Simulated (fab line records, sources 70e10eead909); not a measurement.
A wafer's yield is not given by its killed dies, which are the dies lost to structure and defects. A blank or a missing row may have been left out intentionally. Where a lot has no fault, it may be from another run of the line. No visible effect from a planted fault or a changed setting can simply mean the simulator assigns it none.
fab line records    flow nand-harc    part 1 of 2: steps 1 to 4 of 6
record lots=24  wafers=72  last-day=24
route steps=1159 shown A_CHANNEL_FILL_D1@499 A_STAIRCASE@557
lots that met no fault: taken from a fault-free run of the same line
start-h: hours from the record's opening day to when the first of the lot's shown wafers began    wait-h: hours from the lot's prior step to this one    " the same as in the row above    L1.1+2: a row that stands for several wafers    - no value, or no start was given    * or withheld: withheld    < > ~ a bound
route shown NAME@n: names a module that has steps shown in the file, with the first one's number in the route    usual: the fault-free wafers' mean and standard deviation    same: alike in all rows    chamber/n: place in a boat    sites: each site's reading    _std_site: the standard deviation of these    _edge_site: inner sites' mean taken away from outer sites' mean    radius-mm: how far each site lies from the wafer's centre    mask NAME#n: copy n    behind: tool/chamber where the wafer was last shaped    hold: why the lot was held/for how many hours/how that ended    device: transistor that didn't switch, given as n, p or np    end of line: the route-end tests of the same wafers    for a step that has no rows: nothing shown but its recipe    killed: at the first sort, the dies lost to defects and structure; wafer yield is something else    map: shows each die of a wafer: x if killed, . if not, _ if none is there
set.NAME: setting as actually run; set.NAME@STEP: the setting as run at that earlier step    model.NAME: the simulator's own value behind a step, which no gauge read
one table for each step of the route and one row for each wafer, over a sample of lots
services: from which hour (start-h, from the record's first day; less than 0 if before it) a tool's chamber was out of use, for how many hours, and why
## steps
# step NHARC_A_CHANNEL_FILL_D1_ETCHBACK_19
# recipe target-depth-a=50  time-s=1.7  hbr-flow-sccm=150  cl2-flow-sccm=50  rf-w=400  icp-w=400  bias-w=100  chemistry=HBr/Cl2
# usual drypump-motor-current-A=5.6/0.45  oes-product-au=0.998/0.0072  throttle-valve-pct=26.405/0.0089
lot.wafer  tool       chamber  start-h  wait-h  drypump-motor-current-A  oes-product-au  rf-hours-counter-h  throttle-valve-pct
L074.1     rie-si-03  1        207.16   0.4     5.9                      1.003           0.5                 26.398
L074.6     "          3        "        "       5.1                      0.997           -                   26.409
L074.4     "          1        "        "       5.8                      1.003           -                   26.413
L077.1     rie-si-02  3        222.21   0.4     6.3                      0.995           0                   26.409
L077.3     "          0        "        "       5.8                      1.003           0                   26.412
L077.6     "          3        "        "       6.2                      1.001           -                   26.409
L075.4     rie-si-03  2        222.23   0.4     5.4                      0.994           0.4                 26.402
L075.5     "          3        "        "       5.1                      1.005           -                   26.377
L075.6     "          0        "        "       5.8                      0.997           -                   26.422
L076.1     rie-si-02  3        227.28   0.4     6.2                      0.985           0.0                 26.393
L076.3     "          0        "        "       5.8                      1.000           0.0                 26.416
L076.6     "          1        "        "       4.9                      0.992           -                   26.401
L079.4     rie-si-05  3        235.38   0.4     5.7                      1.003           1.5                 26.409
L079.2     "          2        "        "       5.4                      0.996           1.6                 26.395
L079.6     "          3        "        "       5.7                      1.004           -                   26.406
L080.1     rie-si-03  1        235.39   0.4     5.9                      1.005           0.7                 26.407
L080.6     "          0        "        "       5.8                      0.996           -                   26.388
L080.5     "          1        "        "       5.9                      1.004           -                   26.412
L078.4     rie-si-03  2        241.07   0.4     5.4                      0.989           0.6                 26.407
L078.2     "          3        "        "       5.1                      0.995           0.7                 26.403
L078.6     "          2        "        "       5.4                      1.001           -                   26.412
L081.1     rie-si-03  1        245.20   0.4     5.9                      1.011           0.9                 26.405
L081.4     "          3        "        "       5.1                      1.000           0.8                 26.408
L081.6     "          1        "        "       5.9                      1.004           -                   26.415
L082.2     rie-si-03  3        255.08   0.4     5.1                      1.009           0.9                 26.408
L082.4     "          0        "        "       5.8                      1.004           0.7                 26.397
L082.6     "          1        "        "       5.9                      0.994           -                   26.409
L083.3     rie-si-02  2        255.10   0.4     6.3                      1.005           0.2                 26.398
L083.4     "          3        "        "       6.2                      0.997           0.4                 26.410
L083.5     "          1        "        "       4.9                      0.987           -                   26.406
L085.1     rie-si-02  2        268.71   0.4     6.2                      0.996           0.3                 26.395
L085.6     "          2        "        "       6.2                      0.993           -                   26.387
L085.5     "          0        "        "       5.8                      0.988           -                   26.412
L084.2     rie-si-05  1        268.71   0.4     4.9                      1.003           0.2                 26.405
L084.4     "          2        "        "       5.4                      0.997           0.2                 26.405
L084.5     "          3        "        "       5.7                      1.003           -                   26.414
L087.2     rie-si-05  0        283.30   0.4     5.5                      0.991           0.5                 26.401
L087.3     "          2        "        "       5.4                      0.997           0.3                 26.405
L087.6     "          0        "        "       5.5                      0.986           -                   26.407
L086.2     rie-si-03  1        283.31   0.4     5.9                      0.997           1.2                 26.405
L086.1     "          2        "        "       5.4                      0.989           1.1                 26.407
L086.4     "          2        "        "       5.4                      0.985           -                   26.412
L088.1     rie-si-05  1        288.35   0.4     4.9                      1.007           0.4                 26.425
L088.4     "          2        "        "       5.4                      0.996           0.4                 26.409
L088.5     "          2        "        "       5.4                      0.990           -                   26.421
L089.2     rie-si-02  3        297.64   0.4     6.2                      0.996           0.6                 26.395
L089.4     "          0        "        "       5.7                      0.999           0.6                 26.414
L089.5     "          2        "        "       6.3                      1.000           -                   26.403
L090.1     rie-si-03  2        297.66   0.4     5.4                      1.002           1.2                 26.408
L090.4     "          3        "        "       5.1                      0.999           -                   26.413
L090.6     "          2        "        "       5.4                      0.998           -                   26.411
L091.3     rie-si-03  1        309.10   0.4     5.9                      0.997           1.4                 26.405
L091.1     "          2        "        "       5.4                      0.993           1.3                 26.419
L091.6     "          1        "        "       5.9                      0.990           -                   26.408
L092.1     rie-si-02  0        309.11   0.4     5.8                      1.002           0.8                 26.408
L092.4     "          1        "        "       4.9                      0.993           0.8                 26.403
L092.6     "          3        "        "       6.2                      0.993           -                   26.417
L093.2     rie-si-05  2        319.69   0.4     5.4                      1.010           0.7                 26.398
L093.3     "          0        "        "       5.5                      1.016           0.8                 26.414
L093.6     "          1        "        "       4.9                      1.012           -                   26.406
L094.3     rie-si-02  3        325.13   0.4     6.2                      1.000           0.8                 26.403
L094.6     "          0        "        "       5.8                      1.001           -                   26.417
L094.5     "          1        "        "       4.9                      0.991           -                   26.417
L097.4     rie-si-05  3        331.75   0.4     5.6                      0.999           0.9                 26.402
L097.1     "          1        "        "       4.9                      1.004           0.8                 26.406
L097.6     "          2        "        "       5.4                      1.009           -                   26.396
L095.2     rie-si-02  1        331.76   0.4     4.9                      0.989           1.0                 26.395
L095.3     "          2        "        "       6.3                      0.997           0.9                 26.391
L095.5     "          0        "        "       5.8                      0.991           -                   26.398
L096.4     rie-si-02  0        337.23   0.4     5.8                      0.995           0.9                 26.391
L096.1     "          1        "        "       4.9                      0.978           1.0                 26.423
L096.2     "          3        "        "       6.2                      0.993           0.9                 26.413
# step NHARC_A_CHANNEL_FILL_D1_CMP_10
# recipe target-thk-nm=150
# usual motor-current-A=12.2/1.3  time-to-endpoint-s=14.5/2.2
lot.wafer  tool    chamber  start-h  wait-h  motor-current-A  time-to-endpoint-s
L074.1     cmp-04  2        230.56   0.4     13.8             17.8
L074.4     "       0        "        "       11.9             19.0
L074.6     "       1        "        "       14.5             16.0
L077.1     cmp-04  0        245.61   0.4     11.6             13.9
L077.3     "       1        "        "       13.9             14.6
L077.6     "       1        "        "       14.6             15.8
L075.4     cmp-01  1        245.64   0.4     10.8             16.3
L075.5     "       0        "        "       12.0             19.0
L075.6     "       1        "        "       11.3             16.1
L076.1     cmp-04  1        254.18   0.4     14.7             13.9
L076.3     "       2        "        "       12.8             14.8
L076.6     "       1        "        "       14.3             13.2
L079.2     cmp-03  1        258.58   0.4     13.5             14.7
L079.4     "       2        "        "       10.7             11.8
L079.6     "       1        "        "       13.0             14.6
L080.1     cmp-01  0        258.62   0.4     12.2             15.6
L080.5     "       1        "        "       10.6             12.7
L080.6     "       2        "        "       10.6             13.4
L078.4     cmp-03  2        264.59   0.4     10.9             13.8
L078.2     "       3        "        "       12.6             13.5
L078.6     "       1        "        "       12.8             14.5
L081.4     cmp-04  3        268.36   0.4     11.5             16.6
L081.1     "       0        "        "       11.2             13.7
L081.6     "       2        "        "       13.3             15.5
L083.3     cmp-04  2        278.76   0.4     12.7             13.0
L083.4     "       0        "        "       11.2             13.3
L083.5     "       2        "        "       12.8             13.8
L082.4     cmp-03  1        278.84   0.5     13.2             14.1
L082.2     "       2        "        "       10.6             12.5
L082.6     "       1        "        "       12.8             13.8
L084.4     cmp-03  3        292.00   0.4     12.6             13.1
L084.2     "       1        "        "       13.1             11.9
L084.5     "       3        "        "       12.6             9.7
L085.1     cmp-03  2        295.82   0.5     10.8             12.7
L085.6     "       3        "        "       12.7             11.3
L085.5     "       0        "        "       12.8             10.3
L086.2     cmp-03  0        306.95   0.4     12.7             11.7
L086.4     "       2        "        "       10.5             12.6
L086.1     "       3        "        "       13.1             12.1
L087.3     cmp-01  2        306.98   0.4     10.3             15.1
L087.2     "       0        "        "       12.4             16.5
L087.6     "       1        "        "       11.2             13.7
L088.1     cmp-03  3        311.69   0.4     12.3             11.3
L088.4     "       2        "        "       10.8             12.0
L088.5     "       0        "        "       13.2             11.3
L090.4     cmp-04  0        321.00   0.4     11.9             16.7
L090.1     "       1        "        "       14.6             16.4
L090.6     "       1        "        "       14.3             16.8
L089.4     cmp-03  0        321.07   0.4     13.3             13.4
L089.2     "       1        "        "       13.4             12.9
L089.5     "       3        "        "       12.3             13.6
L092.4     cmp-01  1        332.25   0.4     11.0             15.6
L092.1     "       2        "        "       10.4             16.1
L092.6     "       2        "        "       10.0             15.6
L091.1     cmp-03  3        332.27   0.4     11.9             15.0
L091.3     "       0        "        "       12.7             15.1
L091.6     "       2        "        "       11.1             16.4
L093.3     cmp-03  0        342.87   0.4     13.2             12.9
L093.2     "       2        "        "       11.5             13.2
L093.6     "       1        "        "       13.1             12.7
L094.3     cmp-01  3        351.36   0.4     10.9             17.5
L094.6     "       0        "        "       12.6             20.5
L094.5     "       1        "        "       10.4             16.0
L097.1     cmp-04  0        354.83   0.4     11.3             17.3
L097.4     "       1        "        "       14.4             15.5
L097.6     "       0        "        "       10.9             14.5
L095.3     cmp-01  3        354.88   0.4     11.1             19.0
L095.2     "       0        "        "       12.6             19.7
L095.5     "       2        "        "       10.5             17.4
L096.1     cmp-04  3        361.89   0.4     10.6             15.5
L096.2     "       0        "        "       11.1             13.7
L096.4     "       1        "        "       13.6             15.0
# step NHARC_A_STAIRCASE_TRIM_20
# recipe time-s=211.2  o2-flow-sccm=500  ar-flow-sccm=0  bias-w=0  chemistry=O2
# usual drypump-motor-current-A=5.6/0.52  oes-product-au=0.999/0.0084  rf-vpp-V=58.0/0.9  showerhead-plenum-p-Torr=3.58/0.17  throttle-valve-pct=17.037/0.0091
lot.wafer  tool         chamber  start-h  wait-h  drypump-motor-current-A  oes-product-au  rf-hours-counter-h  rf-vpp-V  showerhead-plenum-p-Torr  throttle-valve-pct
L074.4     rie-diel-08  3        235.85   0.1     6.4                      1.007           34                  58.5      3.64                      17.026
L074.1     "            0        "        "       6.0                      0.989           42                  56.8      3.66                      17.035
L074.6     "            3        "        "       6.4                      1.009           -                   57.0      3.64                      17.049
L077.3     rie-diel-07  0        250.41   0.1     4.8                      1.006           3                   60.3      3.81                      17.035
L077.1     "            1        "        "       4.8                      0.989           4                   57.7      3.59                      17.025
L077.6     "            0        "        "       4.8                      1.014           -                   60.2      3.81                      17.035
L075.4     rie-diel-07  1        250.81   0.2     4.8                      0.993           4                   57.7      3.59                      17.032
L075.6     "            0        "        "       4.8                      1.015           -                   57.7      3.81                      17.024
L075.5     "            1        "        "       4.8                      0.998           -                   59.8      3.59                      17.032
L076.1     rie-diel-02  0        259.39   0.1     5.7                      0.992           35                  59.4      3.79                      17.038
L076.3     "            3        "        "       5.4                      0.994           36                  57.1      3.29                      17.033
L076.6     "            1        "        "       5.3                      0.996           -                   59.3      3.63                      17.038
L080.1     rie-diel-02  0        263.87   0.2     5.7                      0.993           37                  58.9      3.79                      17.041
L080.6     "            3        "        "       5.4                      1.008           -                   57.6      3.29                      17.049
L080.5     "            1        "        "       5.3                      1.015           -                   58.6      3.63                      17.031
L079.2     rie-diel-07  0        265.84   0.1     4.7                      1.014           11                  58.4      3.80                      17.049
L079.4     "            1        "        "       4.8                      0.993           11                  57.7      3.58                      17.039
L079.6     "            3        "        "       5.8                      0.987           -                   57.2      3.33                      17.058
L078.2     rie-diel-02  3        269.20   0.1     5.4                      0.987           41                  57.1      3.29                      17.034
L078.4     "            1        "        "       5.3                      1.007           -                   57.8      3.63                      17.032
L078.6     "            3        "        "       5.4                      0.999           -                   56.5      3.29                      17.040
L081.1     rie-diel-02  1        273.46   0.1     5.3                      0.998           43                  58.0      3.63                      17.054
L081.6     "            3        "        "       5.4                      0.993           -                   57.8      3.29                      17.043
L081.4     "            0        "        "       5.7                      1.007           -                   58.3      3.78                      17.049
L083.3     rie-diel-08  0        283.51   0.1     5.9                      0.987           60                  58.2      3.65                      17.043
L083.4     "            2        "        "       6.3                      0.995           62                  57.6      3.32                      17.036
L083.5     "            0        "        "       5.9                      0.991           -                   58.0      3.65                      17.041
L082.4     rie-diel-02  1        283.82   0.1     5.3                      1.001           46                  58.5      3.62                      17.028
L082.2     "            2        "        "       6.3                      1.000           36                  57.3      3.57                      17.039
L082.6     "            0        "        "       5.7                      0.996           -                   59.0      3.78                      17.010
L084.4     rie-diel-02  0        296.89   0.1     5.7                      0.981           53                  58.5      3.78                      17.041
L084.2     "            1        "        "       5.3                      0.994           53                  58.4      3.62                      17.038
L084.5     "            3        "        "       5.4                      0.991           -                   56.1      3.28                      17.040
L085.1     rie-diel-02  2        300.73   0.1     6.2                      1.003           43                  58.8      3.56                      17.045
L085.6     "            3        "        "       5.4                      1.004           -                   58.6      3.28                      17.044
L085.5     "            0        "        "       5.7                      0.994           -                   57.8      3.78                      17.035
L086.1     rie-diel-08  0        312.67   0.1     6.0                      0.989           1                   58.3      3.65                      17.034
L086.4     "            1        "        "       6.5                      1.003           1                   57.6      3.61                      17.039
L086.2     "            2        "        "       6.4                      1.002           1                   56.7      3.31                      17.031
L087.2     rie-diel-02  0        312.74   0.1     5.7                      1.008           59                  59.5      3.77                      17.036
L087.3     "            1        "        "       5.3                      1.006           59                  59.0      3.62                      17.043
L087.6     "            0        "        "       5.7                      1.002           -                   57.1      3.77                      17.032
L088.4     rie-diel-02  0        316.65   0.1     5.7                      1.003           60                  58.9      3.77                      17.023
L088.1     "            1        "        "       5.3                      0.999           60                  57.3      3.62                      17.041
L088.5     "            3        "        "       5.4                      0.995           -                   57.5      3.28                      17.046
L090.4     rie-diel-07  2        326.28   0.3     5.1                      0.985           33                  57.2      3.55                      17.031
L090.1     "            3        "        "       5.8                      0.986           30                  57.7      3.32                      17.026
L090.6     "            2        "        "       5.1                      0.990           -                   57.9      3.55                      17.052
L089.2     rie-diel-02  1        327.57   0.1     5.3                      0.999           65                  58.2      3.61                      17.029
L089.4     "            3        "        "       5.4                      0.993           64                  57.2      3.28                      17.036
L089.5     "            0        "        "       5.7                      0.998           -                   58.1      3.77                      17.037
L092.4     rie-diel-08  2        337.32   0.1     6.3                      1.006           14                  57.5      3.31                      17.045
L092.1     "            3        "        "       6.4                      1.011           12                  58.0      3.62                      17.037
L092.6     "            2        "        "       6.3                      1.005           -                   56.7      3.31                      17.032
L091.1     rie-diel-07  0        337.53   0.1     4.8                      1.009           38                  59.4      3.79                      17.034
L091.3     "            3        "        "       5.8                      0.995           38                  56.2      3.31                      17.047
L091.6     "            0        "        "       4.7                      1.009           -                   58.4      3.79                      17.027
L093.2     rie-diel-08  3        347.67   0.1     6.4                      1.013           18                  59.6      3.61                      17.035
L093.3     "            1        "        "       6.5                      1.006           16                  57.1      3.60                      17.047
L093.6     "            3        "        "       6.4                      1.009           -                   57.9      3.61                      17.026
L094.3     rie-diel-08  3        356.33   0.1     6.4                      1.017           20                  56.9      3.61                      17.035
L094.5     "            1        "        "       6.5                      1.010           -                   58.8      3.60                      17.035
L094.6     "            2        "        "       6.3                      1.018           -                   57.1      3.30                      17.039
L095.3     rie-diel-02  1        359.76   0.1     5.3                      1.003           7                   58.0      3.61                      17.040
L095.2     "            3        "        "       5.4                      1.003           5                   57.2      3.81                      17.027
L095.5     "            2        "        "       6.3                      0.990           -                   56.8      3.56                      17.030
L097.4     rie-diel-02  1        360.32   0.1     5.3                      0.992           7                   56.7      3.61                      17.041
L097.1     "            2        "        "       6.3                      1.004           6                   57.6      3.56                      17.019
L097.6     "            0        "        "       5.7                      0.995           -                   59.1      3.77                      17.031
L096.4     rie-diel-02  2        366.68   0.1     6.3                      0.982           9                   57.9      3.55                      17.042
L096.1     "            3        "        "       5.4                      1.007           8                   58.6      3.80                      17.053
L096.2     "            0        "        "       5.7                      0.984           9                   59.1      3.77                      17.040
# step NHARC_A_STAIRCASE_TRIM_26
# recipe time-s=211.2  o2-flow-sccm=500  ar-flow-sccm=0  bias-w=0  chemistry=O2
# usual drypump-motor-current-A=5.6/0.52  oes-product-au=0.999/0.007  rf-vpp-V=57.8/0.94  showerhead-plenum-p-Torr=3.58/0.17  throttle-valve-pct=17.036/0.0085
lot.wafer  tool         chamber  start-h  wait-h  drypump-motor-current-A  oes-product-au  rf-hours-counter-h  rf-vpp-V  showerhead-plenum-p-Torr  throttle-valve-pct
L074.4     rie-diel-08  0        -        -       6.0                      0.983           43                  58.1      3.66                      17.042
L074.1     "            2        "        "       6.3                      1.007           45                  57.9      3.33                      17.046
L074.6     "            0        "        "       6.0                      0.984           -                   57.2      3.66                      17.030
L077.3     rie-diel-07  3        -        -       5.8                      1.004           4                   57.2      3.33                      17.047
L077.1     "            2        "        "       5.1                      0.996           5                   58.3      3.56                      17.034
L077.6     "            3        "        "       5.8                      0.996           -                   56.9      3.33                      17.037
L075.4     rie-diel-07  1        -        -       4.8                      0.995           5                   57.8      3.59                      17.035
L075.5     "            3        "        "       5.8                      0.999           -                   57.6      3.33                      17.035
L075.6     "            0        "        "       4.8                      1.000           -                   57.7      3.81                      17.030
L076.1     rie-diel-02  3        -        -       5.4                      0.995           36                  57.2      3.29                      17.036
L076.3     "            1        "        "       5.3                      1.006           36                  57.3      3.63                      17.044
L076.6     "            1        "        "       5.3                      1.001           -                   57.5      3.63                      17.033
L080.1     rie-diel-02  1        -        -       5.3                      1.009           39                  57.3      3.63                      17.038
L080.6     "            1        "        "       5.2                      1.003           -                   57.7      3.63                      17.034
L080.5     "            3        "        "       5.4                      1.005           -                   56.9      3.29                      17.029
L079.4     rie-diel-07  0        -        -       4.8                      1.004           11                  58.8      3.80                      17.035
L079.2     "            1        "        "       4.8                      0.993           11                  58.7      3.58                      17.031
L079.6     "            2        "        "       5.1                      0.994           -                   58.9      3.56                      17.042
L078.2     rie-diel-02  0        -        -       5.7                      0.997           41                  58.2      3.78                      17.041
L078.4     "            3        "        "       5.4                      0.991           -                   55.4      3.29                      17.046
L078.6     "            0        "        "       5.7                      1.001           -                   59.4      3.78                      17.049
L081.1     rie-diel-02  1        -        -       5.3                      0.989           44                  59.3      3.63                      17.044
L081.6     "            0        "        "       5.7                      0.996           -                   59.1      3.78                      17.019
L081.4     "            1        "        "       5.3                      0.992           -                   56.8      3.63                      17.041
L083.4     rie-diel-08  3        -        -       6.4                      1.007           54                  57.9      3.63                      17.036
L083.3     "            0        "        "       6.0                      0.991           60                  58.0      3.65                      17.032
L083.5     "            2        "        "       6.3                      1.008           -                   56.3      3.32                      17.046
L082.4     rie-diel-02  2        -        -       6.3                      0.994           36                  58.4      3.57                      17.037
L082.2     "            1        "        "       5.3                      0.992           47                  58.2      3.62                      17.034
L082.6     "            3        "        "       5.4                      0.985           -                   56.2      3.29                      17.049
L084.4     rie-diel-02  0        -        -       5.7                      1.004           53                  58.0      3.78                      17.055
L084.2     "            2        "        "       6.2                      1.006           42                  58.4      3.56                      17.044
L084.5     "            1        "        "       5.3                      1.002           -                   57.0      3.62                      17.032
L085.1     rie-diel-02  2        -        -       6.3                      0.990           43                  57.1      3.56                      17.044
L085.6     "            0        "        "       5.7                      0.997           -                   59.9      3.78                      17.036
L085.5     "            1        "        "       5.3                      0.993           -                   57.2      3.62                      17.032
L086.1     rie-diel-08  0        -        -       6.0                      0.999           1                   57.8      3.65                      17.036
L086.4     "            1        "        "       6.5                      1.005           1                   58.3      3.61                      17.032
L086.2     "            2        "        "       6.3                      1.014           1                   58.9      3.31                      17.041
L087.2     rie-diel-02  3        -        -       5.4                      1.000           58                  56.9      3.28                      17.035
L087.3     "            0        "        "       5.7                      1.008           59                  58.6      3.77                      17.021
L087.6     "            0        "        "       5.7                      0.999           -                   58.7      3.77                      17.042
L088.1     rie-diel-02  0        -        -       5.7                      0.993           61                  58.7      3.77                      17.045
L088.4     "            1        "        "       5.3                      1.009           61                  57.4      3.62                      17.041
L088.5     "            0        "        "       5.7                      0.993           -                   58.7      3.77                      17.025
L090.4     rie-diel-07  1        -        -       4.8                      0.994           36                  57.9      3.57                      17.046
L090.1     "            2        "        "       5.1                      1.003           35                  58.1      3.55                      17.040
L090.6     "            0        "        "       4.7                      1.006           -                   58.5      3.79                      17.035
L089.2     rie-diel-07  1        -        -       4.8                      0.990           36                  58.8      3.57                      17.022
L089.4     "            3        "        "       5.8                      0.995           32                  56.2      3.32                      17.038
L089.5     "            2        "        "       5.1                      0.992           -                   58.2      3.55                      17.027
L091.1     rie-diel-07  0        -        -       4.8                      1.007           38                  58.5      3.79                      17.038
L091.3     "            2        "        "       5.0                      0.999           42                  55.8      3.54                      17.034
L091.6     "            3        "        "       5.8                      0.999           -                   56.6      3.31                      17.026
L092.4     rie-diel-08  1        -        -       6.4                      1.001           13                  57.3      3.60                      17.047
L092.1     "            2        "        "       6.3                      1.004           17                  56.8      3.31                      17.020
L092.6     "            0        "        "       5.9                      0.992           -                   57.3      3.64                      17.023
L093.2     rie-diel-08  2        -        -       6.3                      1.021           20                  57.4      3.30                      17.038
L093.3     "            0        "        "       6.0                      1.007           14                  57.3      3.64                      17.037
L093.6     "            3        "        "       6.4                      1.013           -                   56.6      3.61                      17.028
L094.3     rie-diel-08  0        -        -       5.9                      0.995           18                  57.9      3.64                      17.041
L094.5     "            3        "        "       6.4                      0.999           -                   58.3      3.61                      17.051
L094.6     "            0        "        "       5.9                      1.005           -                   56.7      3.64                      17.034
L095.2     rie-diel-02  1        -        -       5.3                      0.998           8                   57.5      3.61                      17.032
L095.3     "            0        "        "       5.7                      0.995           7                   59.1      3.77                      17.061
L095.5     "            1        "        "       5.3                      1.004           -                   57.9      3.61                      17.041
L097.4     rie-diel-02  1        -        -       5.2                      1.000           8                   58.1      3.61                      17.048
L097.1     "            3        "        "       5.4                      1.006           6                   57.5      3.80                      17.031
L097.6     "            2        "        "       6.3                      0.997           -                   58.4      3.55                      17.023
L096.2     rie-diel-02  1        -        -       5.3                      0.994           10                  58.0      3.61                      17.042
L096.1     "            2        "        "       6.3                      0.991           9                   57.3      3.55                      17.037
L096.4     "            3        "        "       5.4                      1.002           8                   58.9      3.80                      17.054
